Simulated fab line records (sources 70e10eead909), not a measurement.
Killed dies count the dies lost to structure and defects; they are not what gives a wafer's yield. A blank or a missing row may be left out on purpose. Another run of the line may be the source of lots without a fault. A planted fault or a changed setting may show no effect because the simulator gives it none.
fab line records	flow nandHarc
record lots=24	wafers=72	lastDay=34
route steps=1302 shown P_GATE@207 P_CONTACT@238 P_M0@279 P_M1@302 P_M2@339
lots that met no fault: from a run of the same line without faults
startH: the number of hours between the record's first day and the start of the first shown wafer of the lot	waitH: how many hours have passed since the lot's step before this one	" unchanged from the row above	L1.1+2: a row that stands for several wafers	- no value, or no start given	* or withheld: withheld	< > ~ a bound
route shown NAME@n: names a module that has steps shown in the file, with the first one's number in the route	usual: the fault-free wafers' mean and standard deviation	same: alike in all rows	chamber/n: place in a boat	sites: the reading at each site	_std_site: standard deviation across them	_edge_site: inner sites' mean taken away from outer sites' mean	radiusMm: how far each site lies from the wafer's centre	mask NAME#n: copy n	behind: the tool/chamber that last shaped the wafer	hold: cause of the lot's hold/its duration in hours/its outcome	device: the n, p or np transistor that did not switch	end of line: at the end of the route, the tests of the same wafers	a step without rows: its recipe alone	killed: not the wafer's yield, but the dies lost to structure and defects at the first sort	map: shows each die of a wafer: x if killed, . if not, _ if none is there
set.NAME: the run value of the setting; set.NAME@STEP: its run value at that earlier step	model.NAME: the simulator's own value behind a step, which no gauge read
steps of the route over a sample of lots; a table a step, a row a wafer
services: when a tool's chamber went out of use (startH, in hours from the record's first day, below 0 if earlier), for how many hours, and the reason
## steps
# step NHARC_P_GATE_RTA_64
# recipe tempC=1050	timeS=1
# usual lampPowerPct=36.3/1.3	lamp_zone_6_pct=36.2/1.3	wafer_temp_C_max=1055.7/1.2
lot.wafer	tool	chamber	startH	waitH	lampPowerPct	lamp_zone_6_pct	wafer_temp_C_max
L074.1	rtpAnneal-02	0	113.98	-	37.8	37.6	1056.1
L074.2	"	0	"	"	37.8	37.7	1055.5
L074.6	"	0	"	"	37.7	37.7	1056.4
L075.1	rtpAnneal-02	0	129.12	-	37.7	37.7	1054.8
L075.2	"	0	"	"	37.7	37.7	1055.1
L075.6	"	0	"	"	37.7	37.7	1056.9
L076.3	rtpAnneal-02	0	129.40	-	37.7	37.7	1056.1
L076.4	"	0	"	"	37.7	37.7	1057.6
L076.5	"	0	"	"	37.7	37.7	1056.9
L077.1	rtpAnneal-02	0	145.93	-	37.6	37.6	1055.3
L077.2	"	0	"	"	37.7	37.6	1058.6
L077.4	"	0	"	"	37.7	37.6	1057.8
L078.2	rtpAnneal-01	0	151.44	-	35.0	34.9	1054.3
L078.5	"	0	"	"	35.0	35.0	1055.5
L078.6	"	0	"	"	35.0	35.0	1054.2
L079.2	rtpAnneal-01	0	162.20	-	35.1	35.0	1055.9
L079.3	"	0	"	"	35.1	35.0	1054.6
L079.4	"	0	"	"	35.1	35.0	1054.6
L080.2	rtpAnneal-01	0	174.00	-	35.0	35.0	1054.8
L080.4	"	0	"	"	35.1	34.9	1056.6
L080.6	"	0	"	"	35.0	34.9	1055.8
L081.1	rtpAnneal-01	0	182.27	-	35.0	34.9	1055.0
L081.5	"	0	"	"	35.1	34.9	1054.3
L081.6	"	0	"	"	35.0	34.9	1055.2
L082.1	rtpAnneal-01	0	194.42	-	35.0	35.0	1055.4
L082.4	"	0	"	"	35.0	35.0	1055.0
L082.5	"	0	"	"	35.0	35.0	1054.7
L083.1	rtpAnneal-02	0	199.47	-	37.7	37.6	1056.8
L083.3	"	0	"	"	37.7	37.6	1057.6
L083.5	"	0	"	"	37.6	37.6	1056.0
L084.2	rtpAnneal-01	0	214.37	-	35.1	35.0	1056.8
L084.5	"	0	"	"	35.1	35.0	1055.2
L084.6	"	0	"	"	35.1	35.0	1057.5
L085.2	rtpAnneal-01	0	218.36	-	35.1	35.0	1054.9
L085.3	"	0	"	"	35.1	35.0	1054.3
L085.5	"	0	"	"	35.0	35.0	1055.2
L086.2	rtpAnneal-02	0	233.61	-	37.7	37.6	1056.5
L086.4	"	0	"	"	37.7	37.6	1056.0
L086.5	"	0	"	"	37.6	37.6	1056.8
L087.1	rtpAnneal-01	0	243.10	-	34.9	34.9	1054.6
L087.2	"	0	"	"	35.0	34.9	1055.5
L087.5	"	0	"	"	34.9	34.9	1055.9
L088.1	rtpAnneal-02	0	257.40	-	37.7	37.7	1055.9
L088.3	"	0	"	"	37.7	37.6	1057.0
L088.4	"	0	"	"	37.7	37.7	1054.9
L089.1	rtpAnneal-01	0	276.75	-	34.9	34.9	1053.9
L089.5	"	0	"	"	35.0	35.0	1055.2
L089.6	"	0	"	"	35.0	34.9	1053.8
L090.1	rtpAnneal-02	0	278.68	-	37.7	37.6	1057.8
L090.3	"	0	"	"	37.7	37.7	1055.7
L090.5	"	0	"	"	37.8	37.7	1056.3
L091.4	rtpAnneal-01	0	286.76	-	35.1	34.9	1055.4
L091.5	"	0	"	"	35.1	35.0	1055.4
L091.6	"	0	"	"	35.0	34.9	1056.4
L093.2	rtpAnneal-01	0	300.85	-	35.0	35.0	1054.2
L093.5	"	0	"	"	35.1	35.0	1055.9
L093.6	"	0	"	"	35.1	35.0	1057.0
L092.1	rtpAnneal-02	0	301.12	-	37.7	37.7	1056.7
L092.3	"	0	"	"	37.7	37.7	1055.7
L092.5	"	0	"	"	37.7	37.7	1057.2
L094.2	rtpAnneal-01	0	316.14	-	35.0	35.0	1055.0
L094.3	"	0	"	"	35.1	35.0	1055.1
L094.5	"	0	"	"	35.0	35.0	1054.3
L095.1	rtpAnneal-02	0	331.59	-	37.7	37.6	1056.2
L095.4	"	0	"	"	37.7	37.7	1056.0
L095.6	"	0	"	"	37.8	37.7	1056.2
L096.1	rtpAnneal-02	0	334.98	-	37.7	37.7	1056.1
L096.4	"	0	"	"	37.7	37.7	1056.3
L096.6	"	0	"	"	37.7	37.7	1056.3
L097.2	rtpAnneal-01	0	341.48	-	35.0	35.0	1055.9
L097.3	"	0	"	"	35.0	35.0	1055.0
L097.4	"	0	"	"	35.0	35.0	1054.2
# step NHARC_P_CONTACT_ETCH_18
# recipe targetDepthA=4810	timeS=240.5	c4f8FlowSccm=20	o2FlowSccm=10	arFlowSccm=withheld	rfW=600	biasW=1500	chemistry=C4F8/O2/Ar
# usual oesProductAu=0.961/0.02	rfVppV=979/5.1
lot.wafer	tool	chamber	startH	waitH	oesProductAu	rfHoursCounterH	rfVppV
L074.2	rieDiel-06	2	-	-	0.933	3.3	978
L074.1	"	0	"	"	0.926	5.8	976
L074.6	"	1	"	"	0.943	-	982
L075.1	rieDiel-01	2	-	-	0.937	2.7	976
L075.2	"	0	"	"	0.997	2.7	987
L075.6	"	2	"	"	0.937	-	977
L076.3	rieDiel-04	2	-	-	0.939	8.1	987
L076.4	"	3	"	"	0.926	8.2	976
L076.5	"	2	"	"	0.926	-	987
L077.4	rieDiel-04	1	-	-	0.982	9.0	986
L077.1	"	3	"	"	0.958	9.3	976
L077.2	"	0	"	"	0.970	5.1	975
L078.2	rieDiel-04	2	-	-	0.965	9.4	987
L078.5	"	2	"	"	0.959	-	987
L078.6	"	3	"	"	0.969	-	976
L079.4	rieDiel-04	3	-	-	0.967	10.1	975
L079.2	"	0	"	"	0.993	5.9	976
L079.3	"	1	"	"	0.957	9.9	987
L080.2	rieDiel-04	3	-	-	0.972	10.7	976
L080.4	"	0	"	"	0.974	6.5	976
L080.6	"	1	"	"	0.971	-	987
L081.1	rieDiel-06	0	-	-	0.967	0.8	976
L081.6	"	1	"	"	0.987	-	980
L081.5	"	2	"	"	0.970	-	979
L082.1	rieDiel-01	1	-	-	0.981	4.0	975
L082.4	"	2	"	"	0.957	4.3	978
L082.5	"	0	"	"	0.982	-	987
L083.1	rieDiel-04	2	-	-	0.970	1.4	987
L083.3	"	3	"	"	0.990	1.4	975
L083.5	"	0	"	"	0.984	-	977
L084.2	rieDiel-06	1	-	-	0.981	1.6	982
L084.5	"	2	"	"	0.953	-	977
L084.6	"	3	"	"	0.940	-	973
L085.2	rieDiel-06	1	-	-	0.986	2.0	981
L085.3	"	3	"	"	0.957	2.1	973
L085.5	"	2	"	"	0.983	-	978
L086.4	rieDiel-06	2	-	-	0.928	2.8	977
L086.2	"	3	"	"	0.928	2.5	973
L086.5	"	2	"	"	0.923	-	978
L087.2	rieDiel-01	2	-	-	0.938	0.6	977
L087.1	"	3	"	"	0.954	0.7	980
L087.5	"	0	"	"	0.974	-	986
L088.3	rieDiel-06	3	-	-	0.974	3.2	973
L088.4	"	0	"	"	0.958	3.0	976
L088.1	"	2	"	"	0.974	3.5	979
L089.1	rieDiel-04	2	-	-	0.978	3.3	988
L089.6	"	2	"	"	0.977	-	988
L089.5	"	3	"	"	0.977	-	976
L090.3	rieDiel-01	2	-	-	0.965	1.8	977
L090.1	"	1	"	"	0.961	1.5	974
L090.5	"	2	"	"	0.955	-	978
L091.4	rieDiel-06	2	-	-	0.950	4.3	977
L091.5	"	2	"	"	0.946	-	978
L091.6	"	3	"	"	0.947	-	974
L093.2	rieDiel-04	3	-	-	0.969	5.0	976
L093.6	"	0	"	"	0.997	-	975
L093.5	"	1	"	"	0.969	-	986
L092.1	rieDiel-06	3	-	-	0.992	4.7	973
L092.3	"	2	"	"	0.989	4.8	977
L092.5	"	3	"	"	0.986	-	972
L094.3	rieDiel-04	1	-	-	0.951	5.1	986
L094.2	"	3	"	"	0.981	5.5	976
L094.5	"	0	"	"	0.986	-	975
L095.1	rieDiel-04	2	-	-	0.924	7.0	987
L095.4	"	1	"	"	0.933	6.6	985
L095.6	"	3	"	"	0.943	-	977
L096.1	rieDiel-06	0	-	-	0.961	0.5	976
L096.4	"	2	"	"	0.977	0.5	978
L096.6	"	1	"	"	0.971	-	982
L097.3	rieDiel-06	0	-	-	0.937	1.0	975
L097.2	"	1	"	"	0.923	1.1	981
L097.4	"	1	"	"	0.917	-	980
# step NHARC_P_M0_THK_MEAS_24
# recipe thkMeasGauge=xrf
# usual thkNm=117.8/1.9
lot.wafer	tool	chamber	startH	waitH	thkNm
L074.1	filmMetro-02	-	123.63	-	120.9
L074.2	"	-	"	"	121.1
L074.6	"	-	"	"	119.9
L075.1	filmMetro-02	-	138.68	-	115.8
L075.2	"	-	"	"	120.4
L075.6	"	-	"	"	118.0
L076.3	filmMetro-02	-	139.85	-	116.8
L076.4	"	-	"	"	116.4
L076.5	"	-	"	"	116.5
L077.1	filmMetro-01	-	155.93	-	118.9
L077.2	"	-	"	"	119.7
L077.4	"	-	"	"	119.5
L078.2	filmMetro-02	-	160.99	-	117.7
L078.5	"	-	"	"	116.9
L078.6	"	-	"	"	113.8
L079.2	filmMetro-01	-	171.75	-	118.2
L079.3	"	-	"	"	115.5
L079.4	"	-	"	"	118.8
L080.2	filmMetro-01	-	183.42	-	117.4
L080.4	"	-	"	"	119.0
L080.6	"	-	"	"	118.4
L081.1	filmMetro-01	-	191.77	-	119.6
L081.5	"	-	"	"	121.9
L081.6	"	-	"	"	119.3
L082.1	filmMetro-02	-	204.31	-	116.1
L082.4	"	-	"	"	115.4
L082.5	"	-	"	"	117.9
L083.1	filmMetro-02	-	209.28	-	116.2
L083.3	"	-	"	"	118.7
L083.5	"	-	"	"	117.3
L084.2	filmMetro-02	-	223.86	-	118.1
L084.5	"	-	"	"	117.5
L084.6	"	-	"	"	118.7
L085.2	filmMetro-02	-	228.66	-	115.0
L085.3	"	-	"	"	113.4
L085.5	"	-	"	"	112.4
L086.2	filmMetro-02	-	243.24	-	120.1
L086.4	"	-	"	"	119.2
L086.5	"	-	"	"	118.9
L087.1	filmMetro-01	-	252.77	-	120.3
L087.2	"	-	"	"	120.0
L087.5	"	-	"	"	117.0
L088.1	filmMetro-01	-	266.84	-	114.7
L088.3	"	-	"	"	119.0
L088.4	"	-	"	"	115.6
L089.1	filmMetro-01	-	286.88	-	117.8
L089.5	"	-	"	"	116.1
L089.6	"	-	"	"	119.0
L090.1	filmMetro-01	-	288.23	-	119.5
L090.3	"	-	"	"	119.3
L090.5	"	-	"	"	117.0
L091.4	filmMetro-01	-	296.40	-	118.2
L091.5	"	-	"	"	118.2
L091.6	"	-	"	"	119.0
L093.2	filmMetro-01	-	310.38	-	118.1
L093.5	"	-	"	"	120.6
L093.6	"	-	"	"	118.0
L092.1	filmMetro-01	-	310.82	-	119.6
L092.3	"	-	"	"	114.8
L092.5	"	-	"	"	115.0
L094.2	filmMetro-01	-	325.72	-	115.7
L094.3	"	-	"	"	117.4
L094.5	"	-	"	"	116.0
L095.1	filmMetro-01	-	341.17	-	118.4
L095.4	"	-	"	"	120.8
L095.6	"	-	"	"	119.1
L096.1	filmMetro-01	-	344.32	-	118.3
L096.4	"	-	"	"	116.7
L096.6	"	-	"	"	118.9
L097.2	filmMetro-02	-	351.43	-	117.2
L097.3	"	-	"	"	117.3
L097.4	"	-	"	"	118.9
# step NHARC_P_M1_STRIP_18
# recipe powerW=1000	n2FlowSccm=150	h2FlowSccm=150	arFlowSccm=0	biasW=0	chemistry=N2/H2
# usual drypumpMotorCurrentA=5.7/0.35	oesProductAu=1.004/0.012	rfVppV=91.0/0.94	showerheadPlenumPTorr=2.09/0.085	throttleValvePct=14.170/0.0091
lot.wafer	tool	chamber	startH	waitH	drypumpMotorCurrentA	oesProductAu	rfHoursCounterH	rfVppV	showerheadPlenumPTorr	throttleValvePct
L074.2	rieDiel-11	1	125.90	0.2	5.1	1.014	3	91.0	1.96	14.173
L074.1	"	2	"	"	5.6	0.988	3	91.1	2.17	14.184
L074.6	"	0	"	"	5.9	0.994	-	91.2	2.18	14.183
L075.2	rieDiel-07	0	140.74	0.1	6.5	1.014	0	90.8	2.19	14.177
L075.1	"	1	"	"	6.0	1.002	0	91.7	2.08	14.172
L075.6	"	3	"	"	5.7	0.992	-	91.2	2.19	14.155
L076.4	rieDiel-07	2	141.97	0.1	5.5	1.002	0	90.4	2.10	14.167
L076.3	"	3	"	"	5.7	0.987	0	92.7	2.19	14.161
L076.5	"	1	"	"	5.9	0.992	-	90.8	2.08	14.146
L077.4	rieDiel-07	2	158.05	0.1	5.5	1.003	1	90.4	2.10	14.161
L077.2	"	0	"	"	6.5	1.011	2	92.3	2.19	14.164
L077.1	"	1	"	"	5.9	0.984	1	89.6	2.08	14.161
L078.2	rieDiel-11	3	162.98	0.1	5.7	0.990	6	90.9	2.03	14.161
L078.5	"	3	"	"	5.8	0.990	-	90.4	2.04	14.172
L078.6	"	0	"	"	5.9	0.986	-	92.7	2.18	14.175
L079.4	rieDiel-11	0	173.86	0.1	5.9	1.001	7	91.8	2.18	14.180
L079.2	"	1	"	"	5.1	1.028	6	91.2	1.96	14.175
L079.3	"	3	"	"	5.8	1.000	7	90.6	2.04	14.175
L080.4	rieDiel-12	2	185.43	0.1	5.4	0.991	30	91.8	2.00	14.165
L080.2	"	3	"	"	5.7	0.996	30	89.0	2.09	14.160
L080.6	"	2	"	"	5.4	0.992	-	90.5	2.00	14.154
L081.1	rieDiel-07	0	194.00	0.1	6.5	1.024	4	90.8	2.19	14.171
L081.5	"	0	"	"	6.6	1.021	-	92.5	2.19	14.169
L081.6	"	1	"	"	6.0	1.003	-	93.0	2.08	14.182
L082.4	rieDiel-11	2	206.54	0.1	5.6	1.008	10	91.4	2.17	14.175
L082.1	"	0	"	"	5.9	0.992	9	90.1	2.18	14.169
L082.5	"	2	"	"	5.6	0.998	-	90.4	2.17	14.172
L083.3	rieDiel-12	2	211.31	0.1	5.4	0.993	39	91.2	2.00	14.164
L083.1	"	0	"	"	6.0	1.018	34	91.1	2.12	14.184
L083.5	"	3	"	"	5.7	0.995	-	91.2	2.09	14.184
L084.2	rieDiel-11	0	226.25	0.1	5.9	0.991	10	91.5	2.18	14.167
L084.6	"	1	"	"	5.1	1.022	-	90.2	1.96	14.186
L084.5	"	2	"	"	5.6	1.003	-	91.5	2.17	14.166
L085.2	rieDiel-07	0	230.65	0.1	6.5	1.010	7	91.0	2.18	14.172
L085.3	"	2	"	"	5.5	1.018	6	91.3	2.09	14.170
L085.5	"	3	"	"	5.6	0.986	-	91.0	2.19	14.178
L086.2	rieDiel-12	3	245.38	0.1	5.7	0.995	47	91.0	2.09	14.155
L086.4	"	1	"	"	5.7	1.006	45	89.5	1.95	14.178
L086.5	"	2	"	"	5.4	1.002	-	90.5	1.99	14.169
L087.1	rieDiel-11	1	254.86	0.1	5.1	1.014	14	90.7	1.95	14.159
L087.2	"	0	"	"	5.9	0.995	13	91.5	2.18	14.171
L087.5	"	1	"	"	5.1	1.011	-	90.3	1.95	14.181
L088.3	rieDiel-07	3	268.82	0.1	5.7	0.991	10	92.3	2.19	14.171
L088.1	"	0	"	"	6.5	1.029	10	91.4	2.18	14.168
L088.4	"	1	"	"	6.0	0.999	9	92.7	2.08	14.162
L089.1	rieDiel-11	3	289.23	0.1	5.8	0.998	1	90.1	2.03	14.175
L089.5	"	0	"	"	5.9	1.005	-	93.1	2.18	14.180
L089.6	"	1	"	"	5.1	1.021	-	90.1	1.95	14.163
L090.1	rieDiel-07	2	290.32	0.1	5.4	1.012	10	91.8	2.09	14.163
L090.3	"	1	"	"	5.9	1.003	10	91.1	2.08	14.179
L090.5	"	3	"	"	5.7	1.002	-	91.7	2.19	14.175
L091.4	rieDiel-12	0	298.51	0.1	6.0	1.007	6	91.1	2.11	14.165
L091.6	"	0	"	"	6.1	1.005	-	91.0	2.11	14.171
L091.5	"	1	"	"	5.7	1.002	-	91.4	1.95	14.197
L093.2	rieDiel-12	2	312.55	0.1	5.4	1.037	8	90.5	1.99	14.174
L093.6	"	0	"	"	6.0	1.011	-	89.9	2.11	14.179
L093.5	"	1	"	"	5.7	1.020	-	89.6	1.95	14.166
L092.1	rieDiel-11	1	312.97	0.1	5.1	1.015	3	90.4	1.95	14.181
L092.3	"	3	"	"	5.8	1.010	3	91.7	2.03	14.175
L092.5	"	2	"	"	5.6	0.997	-	90.4	2.16	14.172
L094.2	rieDiel-07	1	328.21	0.1	6.0	1.008	1	91.0	2.07	14.187
L094.3	"	2	"	"	5.4	1.018	1	91.3	2.09	14.154
L094.5	"	2	"	"	5.4	1.007	-	88.8	2.09	14.186
L095.1	rieDiel-11	0	343.29	0.1	5.9	1.007	6	91.4	2.18	14.169
L095.4	"	2	"	"	5.6	0.991	5	90.9	2.16	14.164
L095.6	"	0	"	"	5.9	1.007	-	92.8	2.18	14.186
L096.1	rieDiel-11	3	346.44	0.1	5.8	1.000	6	92.4	2.03	14.178
L096.4	"	3	"	"	5.7	1.000	-	90.0	2.03	14.170
L096.6	"	0	"	"	5.9	1.005	-	92.0	2.18	14.174
L097.4	rieDiel-07	0	353.51	0.1	6.5	1.018	3	90.9	2.18	14.161
L097.2	"	1	"	"	5.9	1.016	3	90.1	2.07	14.158
L097.3	"	3	"	"	5.7	0.991	3	92.9	2.19	14.173
# step NHARC_P_M2_PRE_CLEAN_30
# recipe timeS=30	tempC=280	gas=H2/He
# usual heaterPowerW=429/44
lot.wafer	tool	chamber	startH	waitH	heaterPowerW
L074.1	pvdSputter-03	-	-	-	443
L074.2	"	-	"	"	447
L074.6	"	-	"	"	441
L075.2	pvdSputter-01	-	-	-	458
L075.1	"	-	"	"	471
L075.6	"	-	"	"	465
L076.3	pvdSputter-02	-	-	-	438
L076.4	"	-	"	"	384
L076.5	"	-	"	"	497
L077.4	pvdSputter-01	-	-	-	451
L077.1	"	-	"	"	469
L077.2	"	-	"	"	409
L078.2	pvdSputter-02	-	-	-	489
L078.5	"	-	"	"	426
L078.6	"	-	"	"	379
L079.4	pvdSputter-02	-	-	-	492
L079.3	"	-	"	"	454
L079.2	"	-	"	"	441
L080.4	pvdSputter-02	-	-	-	458
L080.2	"	-	"	"	437
L080.6	"	-	"	"	444
L081.1	pvdSputter-03	-	-	-	395
L081.6	"	-	"	"	317
L081.5	"	-	"	"	401
L082.4	pvdSputter-03	-	-	-	475
L082.1	"	-	"	"	432
L082.5	"	-	"	"	484
L083.3	pvdSputter-01	-	-	-	469
L083.1	"	-	"	"	439
L083.5	"	-	"	"	469
L084.2	pvdSputter-02	-	-	-	371
L084.5	"	-	"	"	385
L084.6	"	-	"	"	471
L085.2	pvdSputter-03	-	-	-	469
L085.3	"	-	"	"	327
L085.5	"	-	"	"	481
L086.4	pvdSputter-01	-	-	-	460
L086.2	"	-	"	"	450
L086.5	"	-	"	"	465
L087.1	pvdSputter-01	-	-	-	447
L087.2	"	-	"	"	458
L087.5	"	-	"	"	453
L088.4	pvdSputter-01	-	-	-	468
L088.3	"	-	"	"	408
L088.1	"	-	"	"	458
L089.1	pvdSputter-03	-	-	-	425
L089.5	"	-	"	"	488
L089.6	"	-	"	"	425
L090.1	pvdSputter-03	-	-	-	322
L090.3	"	-	"	"	477
L090.5	"	-	"	"	434
L091.4	pvdSputter-02	-	-	-	462
L091.5	"	-	"	"	459
L091.6	"	-	"	"	371
L093.2	pvdSputter-03	-	-	-	403
L093.5	"	-	"	"	427
L093.6	"	-	"	"	330
L092.1	pvdSputter-02	-	-	-	376
L092.3	"	-	"	"	441
L092.5	"	-	"	"	368
L094.2	pvdSputter-03	-	-	-	483
L094.3	"	-	"	"	326
L094.5	"	-	"	"	480
L095.1	pvdSputter-01	-	-	-	460
L095.4	"	-	"	"	401
L095.6	"	-	"	"	463
L096.4	pvdSputter-02	-	-	-	469
L096.1	"	-	"	"	468
L096.6	"	-	"	"	380
L097.4	pvdSputter-03	-	-	-	453
L097.3	"	-	"	"	402
L097.2	"	-	"	"	395
# step NHARC_P_M2_PVD_20
# recipe targetThkA=50	biasV=168.6	powerW=15000	chamberPressurePa=0.12	timeS=8.06	substrateTempC=50	material=TaN
# usual biasV=168.6/1.6	throttleValvePct=30.0/0.68
lot.wafer	tool	chamber	startH	waitH	biasV	throttleValvePct
L074.2	pvdSputter-03	-	-	-	165.2	31.4
L074.1	"	-	"	"	167.0	29.8
L074.6	"	-	"	"	167.8	30.5
L075.2	pvdSputter-01	-	-	-	170.1	29.0
L075.1	"	-	"	"	168.7	29.9
L075.6	"	-	"	"	169.1	29.0
L076.3	pvdSputter-02	-	-	-	168.6	30.7
L076.4	"	-	"	"	167.8	30.7
L076.5	"	-	"	"	170.5	29.5
L077.4	pvdSputter-01	-	-	-	169.6	29.4
L077.2	"	-	"	"	167.8	29.5
L077.1	"	-	"	"	168.5	29.1
L078.2	pvdSputter-02	-	-	-	170.0	30.8
L078.5	"	-	"	"	169.9	31.1
L078.6	"	-	"	"	170.2	30.8
L079.4	pvdSputter-02	-	-	-	168.3	30.5
L079.2	"	-	"	"	167.4	29.5
L079.3	"	-	"	"	171.1	30.9
L080.2	pvdSputter-02	-	-	-	170.2	29.7
L080.4	"	-	"	"	169.4	30.7
L080.6	"	-	"	"	168.8	30.4
L081.1	pvdSputter-03	-	-	-	168.8	29.5
L081.6	"	-	"	"	169.7	31.0
L081.5	"	-	"	"	168.3	29.6
L082.4	pvdSputter-03	-	-	-	168.3	30.7
L082.1	"	-	"	"	169.9	30.4
L082.5	"	-	"	"	167.6	30.8
L083.3	pvdSputter-01	-	-	-	167.1	29.5
L083.1	"	-	"	"	167.4	29.4
L083.5	"	-	"	"	172.6	28.8
L084.2	pvdSputter-02	-	-	-	167.9	31.0
L084.5	"	-	"	"	169.7	30.7
L084.6	"	-	"	"	166.0	29.3
L085.3	pvdSputter-03	-	-	-	164.9	29.9
L085.2	"	-	"	"	169.7	29.6
L085.5	"	-	"	"	169.8	30.4
L086.4	pvdSputter-01	-	-	-	169.3	29.5
L086.2	"	-	"	"	167.4	29.9
L086.5	"	-	"	"	167.8	30.0
L087.1	pvdSputter-01	-	-	-	168.6	28.6
L087.2	"	-	"	"	168.6	29.6
L087.5	"	-	"	"	165.0	30.0
L088.3	pvdSputter-01	-	-	-	171.7	28.3
L088.4	"	-	"	"	166.3	29.4
L088.1	"	-	"	"	169.0	29.9
L089.1	pvdSputter-03	-	-	-	166.9	30.2
L089.6	"	-	"	"	166.7	30.5
L089.5	"	-	"	"	168.9	31.0
L090.1	pvdSputter-03	-	-	-	169.3	30.5
L090.3	"	-	"	"	167.4	30.0
L090.5	"	-	"	"	170.0	29.5
L091.4	pvdSputter-02	-	-	-	169.7	29.8
L091.6	"	-	"	"	168.3	30.3
L091.5	"	-	"	"	172.0	29.7
L093.2	pvdSputter-03	-	-	-	170.3	29.5
L093.6	"	-	"	"	168.0	29.9
L093.5	"	-	"	"	170.3	30.4
L092.3	pvdSputter-02	-	-	-	166.2	30.9
L092.1	"	-	"	"	168.4	30.2
L092.5	"	-	"	"	169.3	31.4
L094.3	pvdSputter-03	-	-	-	166.1	29.6
L094.2	"	-	"	"	167.4	30.1
L094.5	"	-	"	"	170.4	29.9
L095.1	pvdSputter-01	-	-	-	168.3	30.3
L095.4	"	-	"	"	167.8	29.8
L095.6	"	-	"	"	168.4	30.0
L096.4	pvdSputter-02	-	-	-	168.5	29.6
L096.1	"	-	"	"	169.6	30.1
L096.6	"	-	"	"	170.8	31.1
L097.2	pvdSputter-03	-	-	-	167.9	30.8
L097.4	"	-	"	"	170.9	29.7
L097.3	"	-	"	"	168.7	30.7
## services
tool	chamber	startH	hours	kind
pvdSputter-02	-	104.00	10.0	pm
rieDiel-07	1	108.15	2.0	repair
rieDiel-07	-	117.27	9.0	pm
rieDiel-06	-	130.20	9.0	pm
pvdSputter-03	-	131.58	9.0	repair
pvdSputter-03	-	143.44	17.0	repair
pvdSputter-03	-	170.00	10.0	pm
rieDiel-07	2	174.35	6.9	repair
rieDiel-04	-	177.90	9.0	pm
rieDiel-07	3	203.71	3.7	repair
pvdSputter-01	-	226.00	10.0	pm
rieDiel-04	1	251.05	5.3	repair
rieDiel-11	-	255.50	9.0	pm
pvdSputter-02	-	259.39	2.7	repair
rieDiel-04	-	278.39	0.8	repair
pvdSputter-02	-	282.00	10.0	pm
rieDiel-04	1	292.88	6.1	repair
rieDiel-06	-	307.20	9.0	pm
rieDiel-06	-	319.12	0.9	repair
rieDiel-06	2	328.37	6.7	repair
rieDiel-06	2	341.84	3.6	repair
rieDiel-11	2	345.73	11.0	repair
pvdSputter-03	-	348.00	10.0	pm
rieDiel-04	-	354.90	9.0	pm
## key
fault none
